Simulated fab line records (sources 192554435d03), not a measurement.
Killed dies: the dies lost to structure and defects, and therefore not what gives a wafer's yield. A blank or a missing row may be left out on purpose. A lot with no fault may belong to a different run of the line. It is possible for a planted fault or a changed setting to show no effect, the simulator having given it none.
Lot-split experiment    flow n5 finfet    7 lots, 21 wafers read, on a route of 1938 steps

## THE SPLIT
At N5_DUMMY_GATE_COAT_35 (time 60 s, resist thk 10 nm), the setting spin rpm was moved away from the recipe's 1500 rpm on 6 of the 21 wafers read, by -10.2% to +6.7%. All remaining wafers had this setting at the recipe value.

The split's own step is where the reading is taken.

## THE READING
SiARC_of_DUMMY_GATE_COAT_35.thk nm (the simulator's own value, which no gauge read), in nm, at N5_DUMMY_GATE_COAT_35 (time 60 s, resist thk 10 nm). No usual value for it is given in the file.

wafer   tool, chamber at the split  spin rpm as run, rpm  against the recipe  SiARC_of_DUMMY_GATE_COAT_35.thk nm, nm  against lot-mates on the recipe
L075.3  litho track-05, 0           1500                  recipe              10                                      -
L075.4  litho track-05, 0           1500                  recipe              10                                      -
L075.5  litho track-05, 0           1347                  -10.2%              10.6                                    +0.6
L077.1  litho track-04, 0           1555                  +3.7%               9.8                                     no lot-mate on the recipe
L077.3  litho track-04, 0           1555                  +3.7%               9.8                                     no lot-mate on the recipe
L077.6  litho track-04, 0           1555                  +3.7%               9.8                                     no lot-mate on the recipe
L084.2  litho track-03, 0           1500                  recipe              10                                      -
L084.5  litho track-03, 0           1500                  recipe              10                                      -
L084.6  litho track-03, 0           1500                  recipe              10                                      -
L086.1  litho track-05, 0           1500                  recipe              10                                      -
L086.6  litho track-05, 0           1500                  recipe              10                                      -
L086.4  litho track-05, 0           1360                  -9.3%               10.6                                    +0.6
L087.3  litho track-05, 0           1500                  recipe              10                                      -
L087.4  litho track-05, 0           1500                  recipe              10                                      -
L087.6  litho track-05, 0           1500                  recipe              10                                      -
L091.1  litho track-03, 0           1500                  recipe              10                                      -
L091.3  litho track-03, 0           1500                  recipe              10                                      -
L091.4  litho track-03, 0           1500                  recipe              10                                      -
L097.4  litho track-03, 0           1500                  recipe              10                                      -
L097.5  litho track-03, 0           1500                  recipe              10                                      -
L097.6  litho track-03, 0           1601                  +6.7%               9.6                                     -0.4

FIT RESULTS
A straight line over all 21 wafers: SiARC_of_DUMMY_GATE_COAT_35.thk nm changes by -0.06 nm for each +1% of spin rpm; r = -1.00; the points scatter about the line by 0.012 nm.
The same after taking each lot's own level away (the mean of its wafers on the recipe; 18 wafers): -0.0609 nm for each +1%; r = -1.00; scatter 0.0098 nm.
Per that fit: largest spin rpm move, reading shift of 0.62 nm.
The lots' own levels span 10.00 to 10.00 nm.
Hence the lot-to-lot level has little effect on the slope; both slopes agree.
Check: for one of the wafers moved furthest among these (-10.2%), held out of the fit, the line's prediction against its lot-mates is +0.64 nm. Against them it came out at +0.6 nm.

## ADDITIONAL SPLITS CARRIED BY THESE WAFERS
These wafers also went through other splits before the reading. Each is held against what the fit with the lots' levels taken away leaves over:
other split on the same wafers             wafers away from the commonest value  r with SiARC_of_DUMMY_GATE_COAT_35.thk nm (lot level and that fit taken away)
N5_WELL_APT_EXPOSE_22 dose mj              6                                     +0.00
N5_WELL_APT_PEB_23 peb temp c              5                                     -0.14
N5_PMOS_HMC_CHANNEL_EPI_EXPOSE_06 dose mj  10                                    -0.06
N5_PMOS_HMC_CHANNEL_EPI_PEB_07 peb time s  6                                     +0.27
N5_FIN_CUT_CUT_ETCH_26 source w            7                                     +0.33

## THE FILE'S OWN FIT
SiARC_of_DUMMY_GATE_COAT_35.thk nm changes by -0.0609 nm for each +1% of spin rpm, r = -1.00.
